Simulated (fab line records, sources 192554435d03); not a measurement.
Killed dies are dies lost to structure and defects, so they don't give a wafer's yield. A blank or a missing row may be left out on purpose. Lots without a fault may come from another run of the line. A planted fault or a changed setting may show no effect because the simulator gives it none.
Chamber matching | flow n5_finfet | N5_GATE_CUT_STRIP_42 on rie_diel-06: 4 sister chambers
The step strips in O2. 18 wafers are shown with their chamber, then 9 later ones without.

WAFERS WITH THEIR CHAMBER
wafer  | chamber | showerhead_plenum_p_Torr (Torr) | drypump_motor_current_A (A) | throttle_valve_pct (%)
L076.3 | 2       | 2.07                            | 5.2                         | 16.85
L076.4 | 0       | 2.05                            | 5.8                         | 16.59
L076.6 | 2       | 2.07                            | 5.2                         | 16.85
L078.2 | 3       | 2.22                            | 5.3                         | 16.60
L078.4 | 2       | 2.07                            | 5.2                         | 16.85
L078.5 | 0       | 2.05                            | 5.8                         | 16.58
L079.3 | 0       | 2.05                            | 5.8                         | 16.60
L079.4 | 3       | 2.22                            | 5.3                         | 16.61
L079.6 | 0       | 2.05                            | 5.8                         | 16.61
L086.1 | 3       | 2.22                            | 5.3                         | 16.61
L086.2 | 2       | 2.07                            | 5.2                         | 16.88
L086.4 | 0       | 2.05                            | 5.8                         | 16.61
L087.1 | 1       | 2.11                            | 5.9                         | 16.03
L087.2 | 2       | 2.06                            | 5.2                         | 16.89
L087.6 | 1       | 2.11                            | 5.9                         | 16.04
L088.2 | 0       | 2.05                            | 5.7                         | 16.62
L088.5 | 2       | 2.06                            | 5.2                         | 16.90
L088.6 | 1       | 2.11                            | 5.9                         | 16.04

SIGNATURES (means of the wafers above)
reading                  | chamber 0 | chamber 1 | chamber 2 | chamber 3 | scatter within a chamber
showerhead_plenum_p_Torr | 2.0500    | 2.1100    | 2.0667    | 2.2200    | 0.00309
drypump_motor_current_A  | 5.783     | 5.900     | 5.200     | 5.300     | 0.0244
throttle_valve_pct       | 16.6017   | 16.0367   | 16.8700   | 16.6067   | 0.0165
Rule: a wafer's distance from a chamber is the root of the sum, over the readings, of the square of ((its reading less the chamber's mean) divided by the reading's scatter). The wafer belongs to the nearest chamber; if the next one is less than 2 further off, it can't be placed. The scatter: the root of (the sum of the squares of (reading less its chamber's mean) over the shown wafers, divided by (wafers less chambers)).

WAFERS WITHOUT THEIR CHAMBER
wafer  | showerhead_plenum_p_Torr (Torr) | drypump_motor_current_A (A) | throttle_valve_pct (%)
L093.1 | 2.21                            | 5.3                         | 16.63
L093.2 | 2.11                            | 5.9                         | 16.06
L093.3 | 2.04                            | 5.8                         | 16.65
L094.4 | 2.21                            | 5.3                         | 16.65
L094.5 | 2.21                            | 5.3                         | 16.65
L094.6 | 2.04                            | 5.8                         | 16.64
L097.4 | 2.21                            | 5.3                         | 16.67
L097.5 | 2.21                            | 5.3                         | 16.67
L097.6 | 2.06                            | 5.2                         | 16.91

WHICH CHAMBER EACH WENT THROUGH
wafer  | from the rows above | in truth
L093.1 | 3                   | 3
L093.2 | 1                   | 1
L093.3 | 0                   | 0
L094.4 | 3                   | 3
L094.5 | 3                   | 3
L094.6 | 0                   | 0
L097.4 | 3                   | 3
L097.5 | 3                   | 3
L097.6 | 2                   | 2
Placed correctly: 9 of 9. Can't be placed from these rows: 0. Placed wrongly: 0.
